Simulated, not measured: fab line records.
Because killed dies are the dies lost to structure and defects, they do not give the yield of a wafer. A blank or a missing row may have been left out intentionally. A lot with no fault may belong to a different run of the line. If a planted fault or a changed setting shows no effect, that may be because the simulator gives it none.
What tool caused it? -- flow nandHarc -- Sampling: 24 lots, 72 wafers, 6 of 1302 route steps

## WHAT THE GAUGES READ, wafer by wafer
NHARC_P_M0_OVL_MEAS_10: pitch 180 nm. Usual: overlayXNm -0.3 nm, standard deviation 0.86; overlayYNm -0.2 nm, standard deviation 0.87.
lot,measured,on,overlayXNm (nm),overlayYNm (nm),flag
L074,day 6 09:09,overlay-02,0.1 0.6 0.0,-0.2 0.3 0.1,
L075,day 6 09:34,overlay-01,0.1 -0.6 0.0,-0.9 -1.2 -0.9,
L076,day 6 21:38,overlay-01,-0.2 0.4 -0.5,-0.3 0.0 -0.5,
L077,day 7 01:13,overlay-02,-1.0 -1.0 -1.0,0.7 0.6 0.1,
L078,day 7 14:40,overlay-02,-1.6 -1.1 -1.3,-0.3 0.0 0.2,
L079,day 8 08:51,overlay-01,-1.0 -0.5 0.0,1.4 1.3 1.1,
L080,day 8 10:46,overlay-02,-0.4 -0.3 -0.5,0.2 -0.1 0.3,
L081,day 8 22:25,overlay-02,-0.4 -0.5 -0.3,0.0 -0.5 -0.5,
L082,day 9 09:14,overlay-01,-2.2 -1.6 -2.1,-0.2 -0.2 0.4,
L083,day 9 19:18,overlay-01,0.8 1.0 0.8,-0.6 -0.5 -1.2,
L084,day 10 04:22,overlay-02,0.6 0.0 -0.3,-0.9 -1.3 -1.0,
L085,day 10 18:47,overlay-01,0.5 0.6 0.3,-1.9 -2.2 -2.3,
L086,day 10 21:42,overlay-02,-0.2 0.0 -0.3,-1.2 -1.7 -1.6,
L087,day 11 12:41,overlay-01,-1.3 -1.3 -1.6,0.5 0.3 0.4,
L088,day 12 01:55,overlay-01,0.2 -0.4 0.0,-0.6 0.0 0.1,
L089,day 12 08:05,overlay-02,-0.5 -1.3 -0.7,0.6 0.6 0.8,
L090,day 12 21:20,overlay-02,-0.8 -0.5 -0.2,-0.8 -0.7 -0.9,
L091,day 13 09:49,overlay-01,0.4 0.5 0.8,1.1 1.0 1.0,
L092,day 13 14:16,overlay-02,-1.7 -1.3 -1.6,0.6 1.1 1.0,
L093,day 13 21:16,overlay-02,0.7 1.0 0.2,-0.3 -0.4 -1.0,
L094,day 14 17:31,overlay-01,0.3 -0.4 -0.6,-0.8 -0.1 -0.6,
L095,day 14 22:01,overlay-02,0.6 0.3 0.1,0.6 0.3 1.2,
L096,day 15 08:22,overlay-01,-0.5 -0.7 -1.7,0.2 0.0 0.7,
L097,day 15 21:46,overlay-02,1.2 1.5 1.4,-0.9 -1.2 -0.7,

## TOOL THAT RAN EACH LOT (tool first, then ch and the chambers of the sampled wafers, then the start)
lot,NHARC_P_GATE_HM_DEP_102,NHARC_P_GATE_ETCH_114,NHARC_P_GATE_STRIP_108,NHARC_P_GATE_STRIP_75,NHARC_P_CONTACT_ETCH_18
L074,"aclDep-01 ch 0, day 5 07:11","rieDiel-02 ch 1,2, day 5 09:14 or earlier","rieDiel-05 ch 1,2, day 5 09:14","plasmaAsher-02 ch 0,1, day 5 21:05","rieDiel-10 ch 0,3, day 6 09:09 or earlier"
L075,"aclDep-02 ch 0, day 5 07:17","rieDiel-01 ch 0,1, day 5 09:26 or earlier","rieDiel-02 ch 1,2, day 5 09:26","plasmaAsher-01 ch 0,1, day 5 21:30","rieDiel-12 ch 1,2,3, day 6 09:34 or earlier"
L076,"aclDep-02 ch 0, day 5 19:56","rieDiel-02 ch 0,1,2, day 5 21:56 or earlier","rieDiel-05 ch 0,2,3, day 5 21:56","plasmaAsher-02 ch 0,1, day 6 09:55","rieDiel-11 ch 2,3, day 6 21:38 or earlier"
L077,"aclDep-02 ch 0, day 5 23:57","rieDiel-05 ch 0,1,3, day 6 02:04 or earlier","rieDiel-01 ch 0,1,3, day 6 02:04","plasmaAsher-01 ch 0,1, day 6 13:55","rieDiel-10 ch 0,1,3, day 7 01:13 or earlier"
L078,"aclDep-01 ch 0, day 6 10:45","rieDiel-01 ch 0,3, day 6 12:58 or earlier","rieDiel-02 ch 0,1, day 6 12:58","plasmaAsher-01 ch 0,1, day 7 03:07","rieDiel-10 ch 0,1,3, day 7 14:40 or earlier"
L079,"aclDep-01 ch 0, day 7 06:10","rieDiel-02 ch 0,1,2, day 7 08:16 or earlier","rieDiel-05 ch 0,1,3, day 7 08:16","plasmaAsher-01 ch 0,1, day 7 20:19","rieDiel-11 ch 0,3, day 8 08:51 or earlier"
L080,"aclDep-03 ch 0, day 7 09:16","rieDiel-02 ch 0,1,2, day 7 11:17 or earlier","rieDiel-01 ch 1,2, day 7 11:17","plasmaAsher-02 ch 0,1, day 7 23:20","rieDiel-10 ch 0,1,3, day 8 10:46 or earlier"
L081,"aclDep-02 ch 0, day 7 20:34","rieDiel-05 ch 1,2, day 7 22:37 or earlier","rieDiel-01 ch 0,1, day 7 22:37","plasmaAsher-01 ch 0,1, day 8 10:34","rieDiel-11 ch 0, day 8 18:46"
L082,"aclDep-03 ch 0, day 8 07:36","rieDiel-01 ch 0,1, day 8 09:41 or earlier","rieDiel-05 ch 0,3, day 8 09:41","plasmaAsher-01 ch 0, day 8 21:37","rieDiel-11 ch 0,2,3, day 9 09:14 or earlier"
L083,"aclDep-02 ch 0, day 8 16:56","rieDiel-02 ch 0,2, day 8 19:04 or earlier","rieDiel-01 ch 0,2,3, day 8 19:04","plasmaAsher-01 ch 0,1, day 9 07:13","rieDiel-11 ch 0,2, day 9 19:18 or earlier"
L084,"aclDep-02 ch 0, day 9 02:46","rieDiel-02 ch 0,2, day 9 04:59 or earlier","rieDiel-02 ch 0,1,2, day 9 04:59","plasmaAsher-01 ch 0,1, day 9 16:57","rieDiel-12 ch 0,1,3, day 10 04:22 or earlier"
L085,"aclDep-02 ch 0, day 9 17:02","rieDiel-02 ch 0,1, day 9 19:04 or earlier","rieDiel-02 ch 0,2, day 9 19:04","plasmaAsher-02 ch 0,1, day 10 07:03","rieDiel-12 ch 0,1,3, day 10 18:47 or earlier"
L086,"aclDep-01 ch 0, day 9 19:45","rieDiel-01 ch 0,1,3, day 9 21:47 or earlier","rieDiel-05 ch 0,2,3, day 9 21:47","plasmaAsher-01 ch 0,1, day 10 09:46","rieDiel-11 ch 0,1,2, day 10 21:42 or earlier"
L087,"aclDep-02 ch 0, day 10 09:09","rieDiel-02 ch 0,1,2, day 10 11:10 or earlier","rieDiel-02 ch 0,1, day 10 11:10","plasmaAsher-02 ch 0,1, day 11 01:15","rieDiel-11 ch 1,2,3, day 11 12:41 or earlier"
L088,"aclDep-03 ch 0, day 11 00:10","rieDiel-02 ch 0,1,2, day 11 02:19 or earlier","rieDiel-05 ch 0,1, day 11 02:19","plasmaAsher-01 ch 0,1, day 11 14:21","rieDiel-10 ch 0,1,2, day 12 01:55 or earlier"
L089,"aclDep-01 ch 0, day 11 06:32","rieDiel-01 ch 0,1,2, day 11 08:21 or earlier","rieDiel-05 ch 0,3, day 11 08:21","plasmaAsher-02 ch 0,1, day 11 20:36","rieDiel-10 ch 0,2,3, day 12 04:29"
L090,"aclDep-01 ch 0, day 11 19:40","rieDiel-05 ch 0,2,3, day 11 21:43 or earlier","rieDiel-05 ch 0,1,3, day 11 21:43","plasmaAsher-02 ch 0,1, day 12 09:39","rieDiel-11 ch 0,1,2, day 12 21:20 or earlier"
L091,"aclDep-03 ch 0, day 12 08:09","rieDiel-01 ch 1,2, day 12 10:23 or earlier","rieDiel-01 ch 0,2, day 12 10:23","plasmaAsher-01 ch 0,1, day 12 22:19","rieDiel-12 ch 0,2,3, day 13 09:49 or earlier"
L092,"aclDep-03 ch 0, day 12 12:38","rieDiel-05 ch 0,2,3, day 12 14:50 or earlier","rieDiel-02 ch 0,2,3, day 12 14:50","plasmaAsher-02 ch 0,1, day 13 02:42","rieDiel-11 ch 1,2,3, day 13 14:16 or earlier"
L093,"aclDep-02 ch 0, day 12 17:14","rieDiel-01 ch 1,3, day 12 19:23 or earlier","rieDiel-01 ch 1,3, day 12 19:23","plasmaAsher-01 ch 0,1, day 13 09:34","rieDiel-10 ch 2,3, day 13 21:16 or earlier"
L094,"aclDep-02 ch 0, day 13 16:02","rieDiel-01 ch 0,2,3, day 13 17:53 or earlier","rieDiel-02 ch 2,3, day 13 17:53","plasmaAsher-02 ch 0,1, day 14 05:56","rieDiel-10 ch 0,1, day 14 17:31 or earlier"
L095,"aclDep-02 ch 0, day 13 20:41","rieDiel-01 ch 1,2, day 13 22:37 or earlier","rieDiel-02 ch 1,2, day 13 22:37","plasmaAsher-02 ch 1, day 14 10:27","rieDiel-12 ch 0,1,2, day 14 22:01 or earlier"
L096,"aclDep-03 ch 0, day 14 06:28","rieDiel-05 ch 2,3, day 14 08:31 or earlier","rieDiel-05 ch 1,3, day 14 08:31","plasmaAsher-01 ch 0,1, day 14 20:43","rieDiel-12 ch 2,3, day 15 08:22 or earlier"
L097,"aclDep-03 ch 0, day 14 20:16","rieDiel-05 ch 1,2,3, day 14 22:13 or earlier","rieDiel-02 ch 1,2, day 14 22:13","plasmaAsher-02 ch 0,1, day 15 10:12","rieDiel-12 ch 0,1,2, day 15 21:46 or earlier"
- NHARC_P_GATE_HM_DEP_102: deposits aC, target thk 120 nm.
- NHARC_P_GATE_ETCH_114: etches the open film in CF4/O2, target depth 30 nm, overetch 3 nm, time 16.5 s.
- NHARC_P_GATE_STRIP_108: strips in O2.
- NHARC_P_GATE_STRIP_75: strips in O2.
- NHARC_P_CONTACT_ETCH_18: etches the open film in C4F8/O2/Ar, target depth 481 nm, time 240.5 s.

## WHAT THE TOOLS THEMSELVES READ (means of the sampled wafers that have a number; where no wafer has one, the mark that the record gives instead)
NHARC_P_GATE_HM_DEP_102. Usual: 34.999 % for throttleValvePct, sd 0.009.
lot,tool,throttleValvePct (%),flag
L074,aclDep-01,34.998,
L075,aclDep-02,35.004,
L076,aclDep-02,35.000,
L077,aclDep-02,35.009,
L078,aclDep-01,34.993,
L079,aclDep-01,34.995,
L080,aclDep-03,34.996,
L081,aclDep-02,34.994,
L082,aclDep-03,35.001,
L083,aclDep-02,35.004,
L084,aclDep-02,35.002,
L085,aclDep-02,35.006,
L086,aclDep-01,34.995,
L087,aclDep-02,35.006,
L088,aclDep-03,34.999,
L089,aclDep-01,35.002,
L090,aclDep-01,35.001,
L091,aclDep-03,35.000,
L092,aclDep-03,35.003,
L093,aclDep-02,35.006,
L094,aclDep-02,34.996,
L095,aclDep-02,34.993,
L096,aclDep-03,34.996,
L097,aclDep-03,34.989,

NHARC_P_GATE_ETCH_114. Usual: drypumpMotorCurrentA 5.6 A, standard deviation 0.49; o2FlowSccm 19.99 sccm, standard deviation 0.064; oesProductAu 0.999 a.u., standard deviation 0.011; rfVppV 198.1 V, standard deviation 1.3; showerheadPlenumPTorr 1.35 Torr, standard deviation 0.051; throttleValvePct 13.398 %, standard deviation 0.0089.
lot,tool,drypumpMotorCurrentA (A),o2FlowSccm (sccm),oesProductAu (a.u.),rfVppV (V),showerheadPlenumPTorr (Torr),throttleValvePct (%),flag
L074,rieDiel-02,5.7,19.90,0.996,197.1,1.33,13.390,
L075,rieDiel-01,6.2,20.08,0.998,198.1,1.39,13.396,
L076,rieDiel-02,5.4,19.92,0.999,197.6,1.34,13.396,
L077,rieDiel-05,5.6,20.03,1.002,197.8,1.33,13.390,
L078,rieDiel-01,6.2,19.99,0.993,199.2,1.41,13.390,
L079,rieDiel-02,5.4,19.95,1.001,197.5,1.34,13.403,
L080,rieDiel-02,5.4,20.01,1.001,198.5,1.34,13.397,
L081,rieDiel-05,5.3,19.97,1.015,198.2,1.37,13.392,
L082,rieDiel-01,6.2,20.04,1.010,199.1,1.39,13.407,
L083,rieDiel-02,5.6,19.94,1.000,199.2,1.35,13.396,
L084,rieDiel-02,5.2,20.08,1.000,198.4,1.37,13.401,
L085,rieDiel-02,5.0,19.95,0.996,197.5,1.35,13.405,
L086,rieDiel-01,6.2,20.01,1.001,198.9,1.40,13.399,
L087,rieDiel-02,5.4,20.02,0.997,197.9,1.34,13.401,
L088,rieDiel-02,5.4,20.05,0.993,197.9,1.34,13.400,
L089,rieDiel-01,5.9,19.99,0.997,197.7,1.35,13.404,
L090,rieDiel-05,5.4,19.98,0.996,198.3,1.38,13.399,
L091,rieDiel-01,5.6,20.08,0.985,197.6,1.30,13.407,
L092,rieDiel-05,5.4,19.99,1.004,198.3,1.37,13.396,
L093,rieDiel-01,6.1,19.95,0.996,199.4,1.41,13.401,
L094,rieDiel-01,5.9,19.97,0.994,197.5,1.36,13.394,
L095,rieDiel-01,5.8,19.94,1.002,198.0,1.35,13.408,
L096,rieDiel-05,5.7,19.95,1.011,198.2,1.36,13.394,
L097,rieDiel-05,5.6,20.02,1.002,198.3,1.34,13.404,

NHARC_P_GATE_STRIP_108. Usual: drypumpMotorCurrentA 5.6 A, standard deviation 0.49; o2FlowSccm 499.9 sccm, standard deviation 1.5; oesProductAu 1.002 a.u., standard deviation 0.011; rfVppV 57.8 V, standard deviation 0.77; showerheadPlenumPTorr 3.56 Torr, standard deviation 0.13; throttleValvePct 17.036 %, standard deviation 0.0087.
lot,tool,drypumpMotorCurrentA (A),o2FlowSccm (sccm),oesProductAu (a.u.),rfVppV (V),showerheadPlenumPTorr (Torr),throttleValvePct (%),flag
L074,rieDiel-05,5.3,500.7,1.002,57.9,3.61,17.027,
L075,rieDiel-02,5.7,498.1,1.014,57.6,3.51,17.041,
L076,rieDiel-05,5.4,501.3,1.008,57.6,3.63,17.032,
L077,rieDiel-01,6.2,499.7,1.000,57.7,3.69,17.021,
L078,rieDiel-02,5.2,500.0,1.000,57.5,3.51,17.033,
L079,rieDiel-05,5.7,499.5,0.996,58.1,3.50,17.039,
L080,rieDiel-01,5.6,499.5,1.014,56.9,3.45,17.028,
L081,rieDiel-01,6.2,498.4,1.006,57.3,3.67,17.031,
L082,rieDiel-05,5.8,500.9,1.001,57.7,3.55,17.038,
L083,rieDiel-01,5.9,499.3,1.002,58.5,3.58,17.033,
L084,rieDiel-02,5.4,501.4,0.990,57.4,3.54,17.044,
L085,rieDiel-02,5.2,500.9,0.999,57.2,3.61,17.037,
L086,rieDiel-05,5.4,500.6,0.998,58.3,3.62,17.037,
L087,rieDiel-02,5.0,501.1,1.002,57.9,3.57,17.041,
L088,rieDiel-05,5.3,499.9,1.001,57.0,3.54,17.032,
L089,rieDiel-05,5.7,500.6,1.016,57.5,3.55,17.034,
L090,rieDiel-05,5.7,498.2,1.011,57.3,3.50,17.039,
L091,rieDiel-01,5.7,500.4,1.006,57.9,3.45,17.037,
L092,rieDiel-02,5.2,498.3,0.999,57.6,3.61,17.038,
L093,rieDiel-01,6.1,500.4,0.996,59.0,3.69,17.041,
L094,rieDiel-02,5.2,499.9,1.010,58.2,3.62,17.037,
L095,rieDiel-02,5.5,499.7,1.002,58.1,3.47,17.031,
L096,rieDiel-05,6.0,498.9,1.018,56.9,3.46,17.041,
L097,rieDiel-02,5.7,500.2,0.992,57.3,3.50,17.030,

NHARC_P_GATE_STRIP_75. Usual: drypumpMotorCurrentA 5.6 A, standard deviation 0.59; heaterPowerW 363 W, standard deviation 22.
lot,tool,drypumpMotorCurrentA (A),heaterPowerW (W),flag
L074,plasmaAsher-02,5.1,393,
L075,plasmaAsher-01,6.2,361,
L076,plasmaAsher-02,4.9,385,
L077,plasmaAsher-01,6.1,355,
L078,plasmaAsher-01,6.1,358,
L079,plasmaAsher-01,6.1,361,
L080,plasmaAsher-02,4.9,382,
L081,plasmaAsher-01,6.0,342,
L082,plasmaAsher-01,6.3,336,
L083,plasmaAsher-01,6.2,343,
L084,plasmaAsher-01,6.1,354,
L085,plasmaAsher-02,4.9,383,
L086,plasmaAsher-01,6.1,352,
L087,plasmaAsher-02,5.0,387,
L088,plasmaAsher-01,6.1,350,
L089,plasmaAsher-02,4.9,369,
L090,plasmaAsher-02,4.9,371,
L091,plasmaAsher-01,6.2,338,
L092,plasmaAsher-02,5.1,376,
L093,plasmaAsher-01,6.0,348,
L094,plasmaAsher-02,5.1,378,
L095,plasmaAsher-02,4.8,357,
L096,plasmaAsher-01,6.0,348,
L097,plasmaAsher-02,4.9,369,

NHARC_P_CONTACT_ETCH_18. Usual: oesProductAu 0.952 a.u., standard deviation 0.023; rfVppV 981 V, standard deviation 5.6.
lot,tool,oesProductAu (a.u.),rfVppV (V),flag
L074,rieDiel-10,0.911,979,
L075,rieDiel-12,0.944,979,
L076,rieDiel-11,0.928,987,
L077,rieDiel-10,0.962,980,
L078,rieDiel-10,0.921,979,
L079,rieDiel-11,0.965,987,
L080,rieDiel-10,0.931,979,
L081,rieDiel-11,0.923,988,
L082,rieDiel-11,0.960,988,
L083,rieDiel-11,0.965,986,
L084,rieDiel-12,0.963,976,
L085,rieDiel-12,0.973,976,
L086,rieDiel-11,0.974,984,
L087,rieDiel-11,0.959,983,
L088,rieDiel-10,0.975,980,
L089,rieDiel-10,0.990,979,
L090,rieDiel-11,0.966,985,
L091,rieDiel-12,0.969,975,
L092,rieDiel-11,0.961,985,
L093,rieDiel-10,0.928,981,
L094,rieDiel-10,0.932,977,
L095,rieDiel-12,0.958,979,
L096,rieDiel-12,0.952,976,
L097,rieDiel-12,0.931,979,

## THE ANSWER, worked out from the rows above alone
Rule: a lot counts as off when the mean over its wafers that have a number is more than 3 standard deviations away from the usual mean. A lot without any number at a reading at which 4 lots or more have one is off too. The other lots that the step has rows for count as sound. The gauges are gone through in route order, then the tools' own readings, and for those a lot's mean is taken as printed above. The first step at which some lot is off is used, and at that step the reading that is off furthest; a lot without a number counts as furthest.
Across all readings shown, no lot is off: no conclusion can be drawn from this.

## WHAT THE SIMULATOR HAD INSERTED
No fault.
